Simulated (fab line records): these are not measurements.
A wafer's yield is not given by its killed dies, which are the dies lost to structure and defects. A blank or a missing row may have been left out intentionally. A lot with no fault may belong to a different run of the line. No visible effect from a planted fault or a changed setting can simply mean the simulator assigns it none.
A struck lot beside a sound one	flow nand harc	40 steps out of a route of 1159
Sound: these wafers, L362.2, L362.4, L362.5. The struck wafers were L375.1, L375.3, L375.6. The cause is given at the end.
Per side, at each step with rows, come the tool, then ch with its chambers, and then its first start. Under that, the readings that differ: sound wafers	struck wafers	difference of the means	sigmas: that difference in standard deviations of wafers without a fault.
alike: readings whose means differ by less than 2 such deviations, and words and numbers that are the same on both sides. not compared: withheld readings, readings that some wafer has no value for, bounds like >300 that may hide the same value, and numbers for which the record gives no deviation and whose values overlap.
A row with sigmas, a row that says differs or no value, or rows on one side alone: a step with any of these is where the two part. Non-overlapping numbers with no deviation appear without sigmas and do not part them. Lack of a reading on every wafer of one side parts them only where that side has two or more wafers.

first, 1 step without rows for these wafers: NHARC_A_CONTACT_ETCH_138 (etches the open film in C4F8/O2/Ar, time 132 s, target depth 1289 nm).
NHARC_A_CONTACT_ETCH_139: etches the open film in C4F8/O2/Ar, time 137 s, target depth 590 nm.
  sound on har cap etch-01 ch 0,1, day 18 11:50; struck on har cap etch-02 ch 0,1, day 20 15:46
  not compared: rf hours counter h
then, 2 steps without rows for these wafers: NHARC_A_CONTACT_ETCH_92 (etches the open film in CH3F/O2, target depth 40 nm, time 85.7 s); NHARC_A_CONTACT_ETCH_98 (etches the open film in C4F6/O2, target depth 20 nm, time 10 s).
NHARC_A_CONTACT_CD_MEAS_15:
  sound: cd sem-03 at day 18 12:30; struck: cd sem-02 at day 20 16:21
  alike: cd nm
then, 3 steps without rows for these wafers: NHARC_A_CONTACT_STRIP_107 (strips in N2/H2); NHARC_A_CONTACT_STRIP_108 (strips in CF4/CHF3); NHARC_A_CONTACT_STRIP_109 (strips in O2/COS).
NHARC_A_CONTACT_ETCH_110: etches the open film in CF4/O2, target depth 50 nm, overetch 5 nm, time 27.5 s.
  sound on rie diel-09 ch 0,2, day 18 12:50; struck on rie diel-08 ch 1,2, day 20 16:39
reading	sound	struck	difference	sigmas
oes product au (a.u.)	0.987 0.995 0.990	0.999 0.999 1.018	+0.015	+2
  alike: drypump motor current A, oes_f_703_au, rf vpp V, showerhead plenum p Torr, throttle valve pct
  not compared: rf hours counter h
then, 3 steps without rows for these wafers: NHARC_A_CONTACT_STRIP_26 (strips in O2); NHARC_A_CONTACT_STRIP_27 (strips in post etch residue remover, time 600 s); NHARC_A_CONTACT_ALD_18 (deposits TiN, target thk 3 nm, pulse time 1 s, ald cycles 150).
NHARC_A_CONTACT_CVD_19: deposits W, target thk 300 nm, time 802 s.
  sound on cvd w-01 ch 0,1, day 18 15:56; struck on cvd w-01 ch 0,1, day 20 17:29
  alike: heater power w, mfc h2 sccm, throttle valve pct
NHARC_A_CONTACT_CMP_20: polishes, t overpolish 30 s, target thk 300 nm.
  sound on cmp-01 ch 1,3, day 18 16:43; struck on cmp-03 ch 2,3, day 20 18:23
reading	sound	struck	difference	sigmas
time to endpoint s (s)	57.0 54.5 54.0	62.5 60.1 64.3	+7.1	+3
  alike: motor current A, overpolish run s
then, 11 steps without rows for these wafers: NHARC_A_CONTACT_SRD_22; NHARC_A_BLC_DEHYDRATE_00 (time 120 s); NHARC_A_BLC_HMDS_01 (time 30 s); NHARC_A_BLC_COAT_02 (time 75 s); NHARC_A_BLC_COAT_03 (time 65 s); NHARC_A_BLC_COAT_04 (resist thk 90 nm); NHARC_A_BLC_SOFTBAKE_05 (time 55 s); NHARC_A_BLC_EBR_06; NHARC_A_BLC_EXPOSE_07 (exposes mask A BLC, target cd 100 nm); NHARC_A_BLC_PEB_08 (peb time 65 s); NHARC_A_BLC_DEVELOP_09 (develop time 35 s).
NHARC_A_BLC_CD_MEAS_10: target cd 100 nm.
  sound on cd sem-01 ch 0, day 18 17:37; struck on cd sem-02 ch 0, day 20 19:17
  alike: cd nm
NHARC_A_BLC_OVL_MEAS_11:
  sound: overlay-01 at day 18 17:43; struck: overlay-01 at day 20 19:23
reading	sound	struck	difference	sigmas
overlay y nm (nm)	-1.1 -1.6 -0.9	1.9 2.1 2.1	+3.2	+4
  alike: overlay x nm
then, 4 steps without rows for these wafers: NHARC_A_BLC_DESCUM_15 (chemistry O2, time 3 s); NHARC_A_BLC_ETCH_16 (etches the open film in CF4, target depth 39 nm, time 65 s); NHARC_A_BLC_ETCH_17 (etches the open film in N2/H2, target depth 390 nm, time 609.38 s); NHARC_A_BLC_ETCH_18 (etches the open film in C4F8/O2/Ar, target depth 910 nm).
NHARC_A_BLC_CD_MEAS_19:
  sound: cd sem-02 at day 18 18:49; struck: cd sem-02 at day 20 20:29
  alike: cd nm
then, 1 step without rows for these wafers: NHARC_A_BLC_STRIP_29 (strips in CF4).
NHARC_A_BLC_STRIP_21: strips in O2.
  sound on rie diel-11 ch 2,3, day 18 18:59; struck on rie diel-11 ch 0,1,2, day 20 20:40
  alike: drypump motor current A, oes product au, rf vpp V, showerhead plenum p Torr, throttle valve pct
  not compared: rf hours counter h
then, 4 steps without rows for these wafers: NHARC_A_BLC_STRIP_22 (strips in post etch residue remover, time 600 s); NHARC_A_BLC_DEGAS_30 (time 60 s); NHARC_A_BLC_PRE_CLEAN_31 (time 15 s); NHARC_A_BLC_PVD_32 (deposits Ti, target thk 5 nm, time 17.7 s).
NHARC_A_BLC_ALD_23: deposits TiN, target thk 3 nm, pulse time 1 s, ald cycles 150.
  sound on ald metal-02 ch 0,2,3, day 18 19:40; struck on ald metal-04 ch 1,2, day 20 21:20
  alike: heater power w, precursor pulse height rel
NHARC_END_SORT_01:
  the record has rows for the struck wafers here (prober-02 ch 0, day 22 21:14) and none for the sound ones

== WHERE THEY PART ==
At NHARC_A_CONTACT_ETCH_110 first; at NHARC_END_SORT_01 last (within this record only).

WHY: whatever the simulator had introduced
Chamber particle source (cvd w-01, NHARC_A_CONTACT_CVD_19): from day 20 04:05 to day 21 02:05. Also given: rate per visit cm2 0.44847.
